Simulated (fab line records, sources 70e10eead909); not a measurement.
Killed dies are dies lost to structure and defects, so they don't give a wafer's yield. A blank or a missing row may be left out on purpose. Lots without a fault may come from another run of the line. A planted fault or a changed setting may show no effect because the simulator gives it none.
Chamber matching | flow nand_harc | NHARC_A_CONTACT_ETCH_48 on rie_diel-08: 4 sister chambers
The step etches the open film in CF4, target depth 39 nm, time 65 s. 22 wafers are shown with their chamber, then 11 later ones without.

WAFERS WITH THEIR CHAMBER
wafer  | chamber | showerhead_plenum_p_Torr (Torr) | drypump_motor_current_A (A) | oes_product_au (a.u.)
L575.2 | 2       | 1.87                            | 4.9                         | 1.008
L575.4 | 0       | 1.71                            | 6.3                         | 1.012
L575.5 | 3       | 1.69                            | 6.2                         | 1.022
L576.2 | 3       | 1.69                            | 6.2                         | 1.010
L576.3 | 0       | 1.71                            | 6.3                         | 1.012
L576.6 | 3       | 1.69                            | 6.2                         | 1.007
L579.1 | 0       | 1.71                            | 6.3                         | 1.019
L579.4 | 0       | 1.71                            | 6.3                         | 1.013
L579.5 | 1       | 1.73                            | 6.1                         | 0.994
L578.1 | 0       | 1.71                            | 6.3                         | 0.994
L578.3 | 3       | 1.69                            | 6.2                         | 1.007
L578.4 | 2       | 1.87                            | 4.9                         | 1.012
L581.2 | 1       | 1.73                            | 6.1                         | 0.986
L581.4 | 3       | 1.69                            | 6.2                         | 1.007
L581.6 | 2       | 1.86                            | 4.9                         | 1.007
L582.1 | 1       | 1.73                            | 6.1                         | 0.977
L582.2 | 0       | 1.71                            | 6.2                         | 1.001
L582.6 | 3       | 1.69                            | 6.2                         | 1.004
L584.1 | 0       | 1.71                            | 6.3                         | 1.013
L584.3 | 2       | 1.86                            | 4.9                         | 1.007
L584.4 | 1       | 1.73                            | 6.2                         | 0.985
L588.1 | 0       | 1.71                            | 6.3                         | 1.017

SIGNATURES (means of the wafers above)
reading                  | chamber 0 | chamber 1 | chamber 2 | chamber 3 | scatter within a chamber
showerhead_plenum_p_Torr | 1.7100    | 1.7300    | 1.8650    | 1.6900    | 0.00236
drypump_motor_current_A  | 6.287     | 6.125     | 4.900     | 6.200     | 0.03
oes_product_au           | 1.01012   | 0.98550   | 1.00850   | 1.00950   | 0.00691
Rule: a wafer's distance from a chamber is the root of the sum, over the readings, of the square of ((its reading less the chamber's mean) divided by the reading's scatter). The wafer belongs to the nearest chamber; if the next one is less than 2 further off, it can't be placed. The scatter: the root of (the sum of the squares of (reading less its chamber's mean) over the shown wafers, divided by (wafers less chambers)).

WAFERS WITHOUT THEIR CHAMBER
wafer  | showerhead_plenum_p_Torr (Torr) | drypump_motor_current_A (A) | oes_product_au (a.u.)
L588.3 | 1.86                            | 4.9                         | 1.002
L588.6 | 1.69                            | 6.2                         | 1.015
L589.3 | 1.72                            | 6.1                         | 0.994
L589.5 | 1.72                            | 6.2                         | 0.986
L589.6 | 1.86                            | 4.9                         | 1.001
L594.1 | 1.69                            | 6.2                         | 1.011
L594.3 | 1.86                            | 4.9                         | 0.999
L594.6 | 1.70                            | 6.3                         | 1.028
L597.1 | 1.86                            | 4.9                         | 1.016
L597.2 | 1.69                            | 6.2                         | 0.995
L597.6 | 1.69                            | 6.2                         | 1.007

WHICH CHAMBER EACH WENT THROUGH
wafer  | from the rows above     | in truth
L588.3 | 2                       | 2
L588.6 | 3                       | 3
L589.3 | 1                       | 1
L589.5 | can't be placed: 1 or 0 | 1
L589.6 | 2                       | 2
L594.1 | 3                       | 3
L594.3 | 2                       | 2
L594.6 | can't be placed: 0 or 3 | 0
L597.1 | 2                       | 2
L597.2 | 3                       | 3
L597.6 | 3                       | 3
Placed correctly: 9 of 11. Can't be placed from these rows: 2 (the true chamber is among the candidates in 2). Placed wrongly: 0.
